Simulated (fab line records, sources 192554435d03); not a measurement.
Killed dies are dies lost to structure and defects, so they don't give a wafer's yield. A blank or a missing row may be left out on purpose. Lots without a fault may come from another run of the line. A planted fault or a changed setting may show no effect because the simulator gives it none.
Which tool did it? | flow n5_finfet | 10 lots, 29 wafers sampled, at 4 steps of a route of 1938

WHAT THE GAUGES READ, wafer by wafer
N5_BEOL_M14_CD_MEAS_10: target cd 250 nm. Usual: cd_nm 248.8 nm, standard deviation 2.7.
lot  | measured     | on        | cd_nm (nm)        | flag
L381 | day 12 11:17 | cd_sem-01 | 247.7 248.2 250.1 |
L385 | day 12 21:14 | cd_sem-01 | 249.5 251.7 246.7 |
L387 | day 13 04:08 | cd_sem-03 | 249.2 251.1       |
L384 | day 13 06:07 | cd_sem-03 | 245.0 245.1 246.8 |
L386 | day 13 10:48 | cd_sem-01 | 243.2 246.3 249.2 |
L388 | day 14 00:48 | cd_sem-03 | 246.6 251.9 249.2 |
L390 | day 14 23:34 | cd_sem-02 | 247.4 248.2 251.5 |
L393 | day 15 09:21 | cd_sem-03 | 248.4 243.2 248.1 |
L401 | day 17 12:31 | cd_sem-01 | 252.1 249.4 248.3 |
L400 | day 18 12:49 | cd_sem-02 | 249.8 250.3 250.2 |

N5_BEOL_M14_INSPECT_30: inspects for defects (macro). Usual: raw_defect_count 2.1, standard deviation 1.4.
lot  | measured     | on                | raw_defect_count | flag
L381 | day 12 12:20 | defect_inspect-02 | 3 4 1            |
L385 | day 12 22:49 | defect_inspect-02 | 2 1 3            |
L387 | day 13 05:03 | defect_inspect-01 | 4 2              |
L384 | day 13 07:09 | defect_inspect-01 | 1 0 1            |
L386 | day 13 11:48 | defect_inspect-02 | 0 5 3            |
L388 | day 14 01:42 | defect_inspect-01 | 1 3 6            |
L390 | day 15 00:28 | defect_inspect-02 | 2 1 0            |
L393 | day 15 10:25 | defect_inspect-01 | 4 2 0            |
L401 | day 17 13:38 | defect_inspect-01 | >300 >300 >300   | OFF
L400 | day 18 13:44 | defect_inspect-02 | >300 >300 >300   | OFF

WHICH TOOL RAN EACH LOT (tool, then ch and the chambers of the sampled wafers, then the start)
lot  | N5_BEOL_M13_ANNEAL_48            | N5_BEOL_M14_ETCH_59
L381 | rtp_anneal-02 ch 0, day 12 09:55 | rie_diel-06 ch 0,2,3, day 12 11:26
L385 | rtp_anneal-02 ch 0, day 12 19:52 | rie_diel-06 ch 1,2, day 12 21:54
L387 | rtp_anneal-02 ch 0, day 13 02:44 | rie_diel-01 ch 0,1, day 13 04:16
L384 | rtp_anneal-02 ch 0, day 13 04:50 | rie_diel-06 ch 1,2, day 13 06:14
L386 | rtp_anneal-02 ch 0, day 13 09:13 | rie_diel-01 ch 0,1,3, day 13 11:01
L388 | rtp_anneal-01 ch 0, day 13 23:31 | rie_diel-01 ch 0,2, day 14 00:55
L390 | rtp_anneal-02 ch 0, day 14 22:20 | rie_diel-03 ch 1,2, day 14 23:41
L393 | rtp_anneal-02 ch 0, day 15 08:09 | rie_diel-01 ch 1,2, day 15 09:31
L401 | rtp_anneal-01 ch 0, day 17 11:13 | rie_diel-06 ch 0,1,2, day 17 12:44
L400 | rtp_anneal-01 ch 0, day 18 11:40 | rie_diel-06 ch 0,1,3, day 18 12:58
- N5_BEOL_M13_ANNEAL_48: time 90 s.
- N5_BEOL_M14_ETCH_59: etches BARC in N2/H2, target depth 89 nm, overetch 26.7 nm, time 67.9 s.

WHAT THE TOOLS THEMSELVES READ (means of the sampled wafers that have a number; where no wafer has one, the mark that the record gives instead)
N5_BEOL_M13_ANNEAL_48. Usual: wafer_temp_C_max 226.1, standard deviation 0.4.
lot  | tool          | wafer_temp_C_max | flag
L381 | rtp_anneal-02 | 226.5            |
L385 | rtp_anneal-02 | 226.5            |
L387 | rtp_anneal-02 | 226.2            |
L384 | rtp_anneal-02 | 226.2            |
L386 | rtp_anneal-02 | 226.6            |
L388 | rtp_anneal-01 | 225.6            |
L390 | rtp_anneal-02 | 226.6            |
L393 | rtp_anneal-02 | 226.5            |
L401 | rtp_anneal-01 | 225.9            |
L400 | rtp_anneal-01 | 225.6            |

N5_BEOL_M14_ETCH_59. Usual: bias_w 149.9 W, standard deviation 0.43; chamber_pressure_mTorr 29.999 mTorr, standard deviation 0.028; drypump_motor_current_A 5.9 A, standard deviation 0.43; n2_flow_sccm 199.9 sccm, standard deviation 0.61; oes_product_au 0.66 a.u., standard deviation 0.067; rf_vpp_V 523.9 V, standard deviation 2.1; showerhead_plenum_p_Torr 2.54 Torr, standard deviation 0.074; throttle_valve_pct 17.87 %, standard deviation 0.15.
lot  | tool        | bias_w (W) | chamber_pressure_mTorr (mTorr) | drypump_motor_current_A (A) | n2_flow_sccm (sccm) | oes_product_au (a.u.) | rf_vpp_V (V) | showerhead_plenum_p_Torr (Torr) | throttle_valve_pct (%) | flag
L381 | rie_diel-06 | 150.2      | 30.005                         | 5.5                         | 200.2               | 0.65                  | 524.9        | 2.57                            | 17.82                  |
L385 | rie_diel-06 | 150.1      | 30.007                         | 6.1                         | 199.9               | 0.72                  | 524.6        | 2.57                            | 17.88                  |
L387 | rie_diel-01 | 149.7      | 29.984                         | 6.2                         | 199.9               | 0.62                  | 523.0        | 2.51                            | 17.90                  |
L384 | rie_diel-06 | 149.9      | 29.988                         | 5.8                         | 199.6               | 0.67                  | 523.7        | 2.55                            | 17.91                  |
L386 | rie_diel-01 | 150.0      | 29.977                         | 6.2                         | 199.7               | 0.68                  | 523.4        | 2.51                            | 17.88                  |
L388 | rie_diel-01 | 150.0      | 30.000                         | 6.4                         | 200.1               | 0.66                  | 526.3        | 2.60                            | 18.04                  |
L390 | rie_diel-03 | 150.1      | 30.010                         | 5.4                         | 200.3               | 0.61                  | 523.6        | 2.54                            | 17.98                  |
L393 | rie_diel-01 | 150.3      | 30.005                         | 6.1                         | 199.7               | 0.62                  | 522.0        | 2.44                            | 17.84                  |
L401 | rie_diel-06 | 149.7      | 29.992                         | 5.9                         | 200.0               | 0.72                  | 523.8        | 2.57                            | 17.80                  |
L400 | rie_diel-06 | 149.8      | 30.028                         | 5.8                         | 199.8               | 0.65                  | 525.2        | 2.58                            | 17.91                  |

THE ANSWER, worked out from the rows above alone
Rule: a lot is off if the mean of its wafers that have a number lies more than 3 standard deviations from the usual mean. A lot without any number at a reading at which 4 lots or more have one is off too. The other lots that the step has rows for count as sound. The gauges are gone through in route order, then the tools' own readings, and for those a lot's mean is taken as printed above. The first step at which some lot is off is used, and at that step the reading that is off furthest; a lot without a number counts as furthest.
Off: L401, L400, at N5_BEOL_M14_INSPECT_30 (raw_defect_count). Without a number there: L401, L400.
A tool fits if, at a process step before that reading, it ran every lot that is off, and no sound lot after the first of them. The gauges at N5_BEOL_M14_INSPECT_30 are tried like those tools. Can't be told from this: 2 tools fit, rtp_anneal-01 at N5_BEOL_M13_ANNEAL_48, rie_diel-06 at N5_BEOL_M14_ETCH_59.

WHAT THE SIMULATOR HAD PUT IN
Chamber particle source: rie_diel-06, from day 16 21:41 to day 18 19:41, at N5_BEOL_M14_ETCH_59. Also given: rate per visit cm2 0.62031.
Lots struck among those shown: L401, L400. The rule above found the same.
